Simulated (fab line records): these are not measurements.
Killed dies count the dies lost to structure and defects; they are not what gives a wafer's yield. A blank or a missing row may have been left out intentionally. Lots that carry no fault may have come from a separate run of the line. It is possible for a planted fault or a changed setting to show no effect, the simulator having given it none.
Code-filled problem report in 8D (eight disciplines) form || flow n5Finfet || the parts of the form that need people (team, actions taken, sign-off) are left out

## 1. THE PROBLEM
Wafers without a fault read 1500.2 rpm, standard deviation 0.89; spinSpeedRpm at N5_FIN_SAQP_COAT_10 reads a mean of 1605.5 rpm on 6 wafers belonging to 2 lots. So: +99 or more standard deviations from the usual mean.
The step: resist thk 90 nm.
Seen first at day 4 03:19 on lithoTrack-01, wafer L396.1. At this step, 30 wafers from 10 lots have a number in the record. Rule for "out", or "out of limits": more than 4 standard deviations from the usual mean. All remaining wafers that have a number are taken as sound.

## 2. WHAT IT IS, AND WHAT IT ISN'T
{"question": "which readings at this step", "is": "spinSpeedRpm", "is not": "-"}
{"question": "which lots", "is": "L396, L398", "is not": "L387, L389, L390, L391, L400, L401, L408, L409"}
{"question": "which wafers of those lots", "is": "all that have a number", "is not": "-"}
{"question": "read on which tools", "is": "lithoTrack-01", "is not": "lithoTrack-02, lithoTrack-05"}
{"question": "when", "is": "from day 4 03:19", "is not": "up to then (12 sound wafers); but 12 sound wafers of L400, L401, L408, L409 came after"}

## 3. SUSPECTS, AND WHAT RULES EACH OUT
Counting: a tool at any process step up to the reading remains a suspect when it ran all the lots that are out and ran no sound lot after the first of those.
- lithoTrack-01 at N5_FIN_SAQP_COAT_10 (resist thk 90 nm): kept. All lots that are out passed through it, beginning with L396 at day 4 03:19, and no sound lot followed; its final sound lot before that point was L391 at day 2 21:24. Its own readings are out on those wafers: spinSpeedRpm.
After counting, what remains is lithoTrack-01 at N5_FIN_SAQP_COAT_10.

## 4. THE CAUSE (what the simulator had put in)
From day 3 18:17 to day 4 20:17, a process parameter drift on lithoTrack-01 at N5_FIN_SAQP_COAT_10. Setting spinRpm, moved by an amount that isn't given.
The count eliminated every tool but this one.

## 5. THE CHAIN OF EFFECTS, in route order
One row per reading whose mean, taken over the struck wafers that have a number, lies over 3 standard deviations from the usual. Readings are gone through only where the record gives a usual standard deviation; hours: the median, over the lots, of the time from a lot's start at the first step in this table giving one to that lot's start at this step; sigmas: the change measured in usual standard deviations.
{"hours": 0, "step": "N5_FIN_SAQP_COAT_10", "reading": "spinSpeedRpm", "usual": "1500.2 rpm", "on struck wafers": 1605.5, "change": "+105.3", "sigmas": "+99 or more"}
The process steps in it:
- N5_FIN_SAQP_COAT_10: resist thk 90 nm.
Later measuring or inspecting steps at which every struck wafer that the step has a row for has a number for every such reading, and none has moved that far: N5_BEOL_M4_RC_MEAS_101.

## 6. HOW IT WOULD HAVE BEEN CAUGHT EARLIER
In this record the first reading out of limits was taken at day 4 03:19, 9 hours after the fault began at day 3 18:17.
